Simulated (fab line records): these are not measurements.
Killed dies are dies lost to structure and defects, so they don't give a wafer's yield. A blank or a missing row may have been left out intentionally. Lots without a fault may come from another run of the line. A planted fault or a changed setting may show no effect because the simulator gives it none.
fab line records	flow nandHarc
record: lots: 13	wafers: 39	lastDay: 33
route steps=1302 shown A_CHANNEL_HOLE_D1@450 THIN_TSV@1245 END@1302
lots that met no fault: taken from a fault-free run of the same line
startH: the number of hours between the record's first day and the start of the first shown wafer of the lot	waitH: time in hours since the lot's previous step	" identical to the entry in the row above	L1.1+2: one row covering several wafers at once	- no value, or no start given	* or withheld: withheld	< > ~ a bound
route shown NAME@n: names a module that has steps shown in the file, with the first one's number in the route	usual: average and standard deviation across the fault-free wafers	same: alike in all rows	chamber/n: place in a boat	sites: readings site by site	_std_site: the values' standard deviation	_edge_site: mean of outer sites minus mean of inner sites	radiusMm: how far each site lies from the wafer's centre	mask NAME#n: copy n	behind: the most recent tool/chamber to have shaped the wafer	hold: cause of the lot's hold/its duration in hours/its outcome	device: names the non-switching transistor (n, p or np)	end of line: the tests these same wafers got at the end of their route	step lacking rows: just its recipe	killed: at the first sort, the dies lost to defects and structure; wafer yield is something else	map: dies across one wafer; x = killed, . = not, _ = none there
set.NAME: the setting the step ran with; set.NAME@STEP: the setting that earlier step ran with	model.NAME: the simulator's own value behind a step, which no gauge read
steps of the route over a sample of lots; a table a step, a row a wafer
services: from which hour (startH, from the record's first day; less than 0 if before it) a tool's chamber was out of use, for how many hours, and why
== steps ==
step: NHARC_A_CHANNEL_HOLE_D1_DEP_00
recipe: targetThkA: 31000	tempC: 400	material: aC
usual: throttleValvePct: 34.999/0.009
lot.wafer	tool	chamber	startH	waitH	throttleValvePct
L362.3	aclDep-02	0	180.69	0.7	34.994
L362.4	"	0	"	"	34.997
L362.6	"	0	"	"	34.990
L364.1	aclDep-03	0	193.22	0.1	35.010
L364.4	"	0	"	"	35.010
L364.6	"	0	"	"	34.996
L365.1	aclDep-03	0	209.47	1.7	34.994
L365.3	"	0	"	"	35.003
L365.5	"	0	"	"	35.010
L367.1	aclDep-01	0	229.76	0.7	34.982
L367.4	"	0	"	"	34.987
L367.5	"	0	"	"	35.002
L371.1	aclDep-03	0	264.99	0.1	35.013
L371.2	"	0	"	"	34.975
L371.6	"	0	266.57	1.6	35.001
L372.1	aclDep-03	0	270.21	0.1	34.992
L372.3	"	0	"	"	34.995
L372.6	"	0	"	"	34.988
L375.2	aclDep-01	0	324.30	0.4	34.993
L375.3	"	0	"	"	35.007
L375.5	"	0	"	"	34.991
L377.2	aclDep-01	0	326.19	1.9	34.990
L377.3	"	0	"	"	34.993
L377.4	"	0	"	"	34.991
L378.2	aclDep-02	0	342.86	0.4	35.004
L378.3	"	0	"	"	35.005
L378.4	"	0	"	"	34.997
L380.1	aclDep-03	0	361.60	0.1	35.001
L380.3	"	0	"	"	34.991
L380.6	"	0	"	"	35.010
L381.1	aclDep-03	0	379.00	4.2	34.982
L381.4	"	0	"	"	35.006
L381.6	"	0	"	"	35.005
L382.1	aclDep-03	0	380.88	5.6	35.015
L382.2	"	0	"	"	35.005
L382.4	"	0	"	"	34.998
L383.1	aclDep-02	0	385.12	0.9	35.005
L383.3	"	0	"	"	35.005
L383.5	"	0	"	"	34.999
step: NHARC_THIN_TSV_CMP_01
recipe: targetThkUm: 3
usual: edgeZonePressureFrac: 1.001/0.0052	motorCurrentA: 12.6/1.1	slurryFilterDpKPa: 13.48/0.15
lot.wafer	tool	chamber	startH	waitH	edgeZonePressureFrac	motorCurrentA	slurryFilterDpKPa
L362.3	cmp-02	0	566.71	0.6	0.993	12.1	13.68
L362.4	"	1	"	"	1.004	12.1	13.57
L362.6	"	1	"	"	0.999	11.8	13.31
L365.1	cmp-02	1	567.92	1.0	0.991	12.0	13.43
L365.3	"	2	"	"	0.998	14.1	13.46
L365.5	"	2	"	"	1.007	13.7	13.23
L364.4	cmp-02	3	569.12	0.4	1.004	13.2	13.72
L364.1	"	2	"	"	0.999	14.2	13.58
L364.6	"	0	"	"	1.002	12.2	13.54
L367.1	cmp-03	3	586.84	1.1	0.997	14.1	13.37
L367.4	"	0	"	"	0.995	12.5	13.55
L367.5	"	2	"	"	1.006	11.5	13.36
L377.2	cmp-01	3	687.81	0.8	1.001	12.9	13.59
L377.3	"	0	"	"	1.004	12.3	13.59
L377.4	"	2	"	"	0.991	10.2	13.40
L375.3	cmp-01	3	695.46	0.7	0.996	11.8	13.52
L375.2	"	1	"	"	1.005	11.8	13.56
L375.5	"	2	"	"	1.005	10.8	13.25
L378.3	cmp-01	0	726.41	0.6	1.004	12.3	13.67
L378.2	"	1	"	"	1.002	12.5	13.33
L378.4	"	2	"	"	1.003	10.9	13.44
L380.3	cmp-01	2	735.14	0.7	1.007	10.4	13.60
L380.1	"	3	"	"	0.992	12.7	13.50
L380.6	"	1	"	"	1.000	12.1	13.44
L381.1	cmp-01	0	765.45	1.0	1.001	11.9	13.34
L381.4	"	2	"	"	1.001	10.7	13.53
L381.6	"	0	"	"	1.000	12.7	13.23
L382.4	cmp-02	1	766.62	0.4	0.998	12.1	13.40
L382.1	"	2	"	"	0.991	14.5	13.40
L382.2	"	0	"	"	1.001	12.3	13.69
L383.1	cmp-01	2	767.86	1.1	1.006	10.7	13.46
L383.3	"	0	"	"	0.994	12.3	13.45
L383.5	"	2	"	"	0.998	10.5	13.53
step: NHARC_THIN_TSV_DEP_47
recipe: targetThkA: 2000	tempC: withheld	pressureTorr: 6.5	rfW: 900	teosFlowSccm: 161.4	flowSccm: 2650	targetThkNm: 200	gas: O2	material: SiO2
usual: mfcPrecursorSccm: 161.4/0.5	throttleValvePct: 15.9/0.32
lot.wafer	tool	chamber	startH	waitH	mfcPrecursorSccm	throttleValvePct
L362.3	pecvd-03	1	569.87	-	161.4	15.4
L362.4	"	1	"	"	162.5	15.3
L362.6	"	0	"	"	161.4	16.0
L365.3	pecvd-01	1	570.99	-	160.9	15.9
L365.1	"	2	"	"	160.7	15.6
L365.5	"	0	"	"	160.5	16.1
L364.1	pecvd-03	2	572.42	-	161.0	16.0
L364.6	"	2	"	"	161.2	15.9
L364.4	"	0	"	"	161.8	16.0
L367.1	pecvd-03	1	590.12	-	161.6	15.4
L367.4	"	0	"	"	161.8	16.1
L367.5	"	0	"	"	162.1	15.8
L377.2	pecvd-01	1	690.85	-	161.2	16.0
L377.3	"	0	"	"	161.0	15.7
L377.4	"	1	"	"	160.7	15.9
L375.2	pecvd-03	0	698.84	-	161.7	16.1
L375.3	"	2	"	"	161.4	15.9
L375.5	"	2	"	"	161.2	15.9
L378.3	pecvd-02	2	729.53	-	160.5	15.9
L378.2	"	0	"	"	160.4	16.2
L378.4	"	1	"	"	161.5	16.3
L380.3	pecvd-01	0	738.28	-	161.3	15.7
L380.1	"	1	"	"	160.9	16.3
L380.6	"	1	"	"	161.5	15.9
L381.1	pecvd-03	0	768.49	-	161.8	16.3
L381.4	"	2	"	"	161.2	16.0
L381.6	"	0	"	"	161.5	16.4
L382.2	pecvd-01	1	769.63	-	162.0	16.1
L382.1	"	2	"	"	161.6	15.8
L382.4	"	2	"	"	162.1	15.9
L383.3	pecvd-01	1	771.04	-	160.8	16.1
L383.1	"	2	"	"	161.5	15.6
L383.5	"	2	"	"	161.2	15.7
step: NHARC_THIN_TSV_ETCH_36
recipe: targetDepthA: 650	overEtchFrac: 0.3	timeS: 18.571	ionEnergyEv: 150	chemistry: Cl2/BCl3
usual: chamberPressureMTorr: 10.001/0.0086	drypumpMotorCurrentA: 6.07/0.27	oesProductAu: 1.000/0.0083
lot.wafer	tool	chamber	startH	waitH	chamberPressureMTorr	drypumpMotorCurrentA	oesProductAu	rfHoursCounterH
L362.4	rieMetal-03	1	574.37	0.2	9.997	6.28	1.003	-
L362.3	"	0	"	"	10.003	5.50	1.004	-
L362.6	"	0	"	"	10.003	5.50	1.001	-
L365.1	rieMetal-03	0	576.09	0.2	9.995	5.50	1.014	1.0
L365.3	"	1	"	"	10.000	6.28	1.004	-
L365.5	"	1	"	"	10.001	6.28	0.999	-
L364.1	rieMetal-02	1	577.11	0.2	10.000	5.79	0.995	2.0
L364.4	"	1	"	"	10.005	5.78	1.001	-
L364.6	"	0	"	"	9.991	6.41	0.988	-
L367.1	rieMetal-01	0	594.97	0.2	10.001	6.17	0.991	0.4
L367.4	"	0	"	"	10.001	6.20	1.001	-
L367.5	"	1	"	"	10.001	5.96	1.005	-
L377.2	rieMetal-02	1	700.89	0.2	10.005	5.81	1.011	1.2
L377.4	"	1	"	"	10.010	5.80	1.001	-
L377.3	"	0	"	"	10.006	6.42	0.999	-
L375.2	rieMetal-01	1	704.38	0.3	10.006	6.00	1.017	2.6
L375.3	"	1	"	"	10.002	6.00	1.003	-
L375.5	"	1	"	"	10.015	6.00	1.007	-
L378.2	rieMetal-02	1	734.19	0.2	10.015	5.79	1.016	1.8
L378.3	"	1	"	"	10.006	5.80	1.013	-
L378.4	"	0	"	"	9.990	6.43	0.991	-
L380.1	rieMetal-01	1	742.79	0.2	10.006	5.97	0.997	3.3
L380.3	"	1	"	"	10.013	5.98	0.994	-
L380.6	"	0	"	"	10.005	6.12	0.989	-
L381.1	rieMetal-01	1	773.28	0.2	9.999	5.97	0.981	0.2
L381.4	"	1	"	"	9.996	5.98	0.994	-
L381.6	"	1	"	"	9.986	5.98	0.998	-
L382.2	rieMetal-03	1	774.22	0.2	9.980	6.29	0.997	1.3
L382.1	"	0	"	"	9.996	5.50	1.005	1.3
L382.4	"	1	"	"	9.999	6.30	1.007	-
L383.1	rieMetal-02	1	775.67	0.2	9.996	5.74	1.006	2.6
L383.3	"	0	"	"	9.984	6.44	1.006	-
L383.5	"	1	"	"	9.996	5.77	1.012	-
step: NHARC_END_SORT_01
recipe: tempC: 25
usual: killedAtArray: 53/21	killedAtOther: 1.0/1.3	killedAtPeriphery: 3.8/2.4	killedDies: 58/21	killedOpen: 3.4/1.9	killedShort: 2.4/1.5
same: grossDies: 677
lot.wafer	tool	chamber	startH	waitH	killedAtArray	killedAtOther	killedAtPeriphery	killedDies	killedOpen	killedShort
L371.1	prober-01	0	671.51	2.5	585	4	3	592	4	1
L371.2	prober-01	0	672.30	2.8	628	1	5	634	5	2
L371.6	prober-01	0	675.46	4.0	617	2	3	622	5	7
L372.1	prober-02	0	677.03	2.5	623	1	2	626	2	3
L372.3	prober-02	0	678.64	3.1	619	1	0	620	3	4
L372.6	prober-02	0	681.05	4.0	613	2	3	618	1	3
killed by level:class
L371.1 A_CHANNEL_HOLE_D1:areaDep=534 A_SLIT:chamberFilmFlake=20 A_CHANNEL_HOLE_D2:chamberFilmFlake=14 A_M1:chamberFilmFlake=4 A_CHANNEL_HOLE_D1:chamberFilmFlake=4 A_CONTACT:chamberFilmFlake=4 THIN_TSV:chamberFilmFlake=4 P_M0:geometricParticle:open=2
L371.2 A_CHANNEL_HOLE_D1:areaDep=579 A_SLIT:chamberFilmFlake=18 A_CHANNEL_HOLE_D2:chamberFilmFlake=14 A_CONTACT:chamberFilmFlake=5 A_CHANNEL_HOLE_D1:chamberFilmFlake=3 A_STAIRCASE:chamberFilmFlake=3 A_M1:chamberFilmFlake=2 P_CONTACT:geometricParticle:open=1
L371.6 A_CHANNEL_HOLE_D1:areaDep=566 A_SLIT:chamberFilmFlake=16 A_CHANNEL_HOLE_D2:chamberFilmFlake=14 A_CONTACT:chamberFilmFlake=4 A_M1:chamberFilmFlake=3 A_WL_FILL:geometricParticle:short=2 A_WL_FILL:geometricParticle:open=2 A_CHANNEL_HOLE_D1:chamberFilmFlake=2
L372.1 A_CHANNEL_HOLE_D1:areaDep=576 A_SLIT:chamberFilmFlake=18 A_CHANNEL_HOLE_D1:chamberFilmFlake=16 A_WL_FILL:chamberFilmFlake=2 A_M1:chamberFilmFlake=2 P_CONTACT:geometricParticle:open=1 A_ONON_D1:geometricParticle:short=1 A_DECK1_JOINT:geometricParticle:short=1
L372.3 A_CHANNEL_HOLE_D1:areaDep=563 A_SLIT:chamberFilmFlake=23 A_CHANNEL_HOLE_D1:chamberFilmFlake=16 A_CONTACT:chamberFilmFlake=6 A_ONON_D1:geometricParticle:short=1 A_CHANNEL_FILL_D1:geometricParticle:short=1 A_ONON_D2:geometricParticle:open=1 A_SGD_CUT:geometricParticle:open=1
L372.6 A_CHANNEL_HOLE_D1:areaDep=539 A_CHANNEL_HOLE_D1:chamberFilmFlake=36 A_SLIT:chamberFilmFlake=24 A_CONTACT:chamberFilmFlake=5 A_M0:geometricParticle:short=2 A_DECK1_JOINT:chamberFilmFlake=2 A_STAIRCASE:chamberFilmFlake=2 A_SGD_CUT:chamberFilmFlake=2
== services ==
tool	chamber	startH	hours	kind
pecvd-03	-	185.37	13.0	pm
cmp-01	-	185.50	4.0	pm
cmp-01	-	190.60	1.2	repair
cmp-01	-	211.50	0.6	repair
pecvd-03	1	221.94	13.9	repair
pecvd-03	-	225.44	0.4	repair
cmp-01	-	237.96	2.8	repair
pecvd-01	1	266.02	4.1	repair
cmp-01	-	274.64	2.4	repair
cmp-01	-	283.50	4.0	pm
aclDep-03	-	307.61	13.0	pm
pecvd-01	2	309.25	8.3	repair
pecvd-01	-	311.15	13.0	pm
cmp-01	-	380.66	0.2	repair
cmp-01	-	381.50	4.0	pm
cmp-01	-	479.50	4.0	pm
aclDep-03	-	488.61	13.0	pm
cmp-01	-	524.80	1.7	repair
cmp-01	-	533.99	0.5	repair
cmp-01	-	541.80	0.3	repair
cmp-01	-	577.50	4.0	pm
aclDep-03	-	671.47	13.0	pm
cmp-01	-	675.50	4.0	pm
cmp-01	-	773.50	4.0	pm
== key ==
firstSign: step: NHARC_END_SORT_01	reading: killedDies	direction: up	sigmas: 27	usual: 58	struck: 619
effect: step: NHARC_END_SORT_01	reading: killedAtArray	direction: up	sigmas: 27	usual: 53	struck: 614
moreKillsBornAt: NHARC_A_CHANNEL_HOLE_D1_DEP_00@aclDep-03: 3357
metAt NHARC_A_CHANNEL_HOLE_D1_DEP_00
struckLots L371,L372
laterRowsLeftOut L371.1,L371.2,L371.6,L372.1,L372.3,L372.6
testerLeftOut L371,L372
notActingAt NHARC_THIN_TSV_CMP_01,NHARC_THIN_TSV_DEP_47,NHARC_THIN_TSV_ETCH_36
onsetBetween 209.47 264.99
fault: kind: processParameterDrift	tool: aclDep-03	chamber: -	onsetH: 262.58	steps: NHARC_A_CHANNEL_HOLE_D1_DEP_00	channel: targetThkA	offset: *	shape: step	endH: 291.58	actsIn: *	stated: *
testerLeftOut: of these lots the tester's yield and bins aren't shown, on N5 and GAA mostly nor the transistor test; their killed dies are dies lost to structure and defects alone, not to doping, threshold or leakage, so they don't give the yield
laterRowsLeftOut: the simulator's readings of these wafers behind a module that went badly wrong aren't trusted and aren't shown, but for the sort
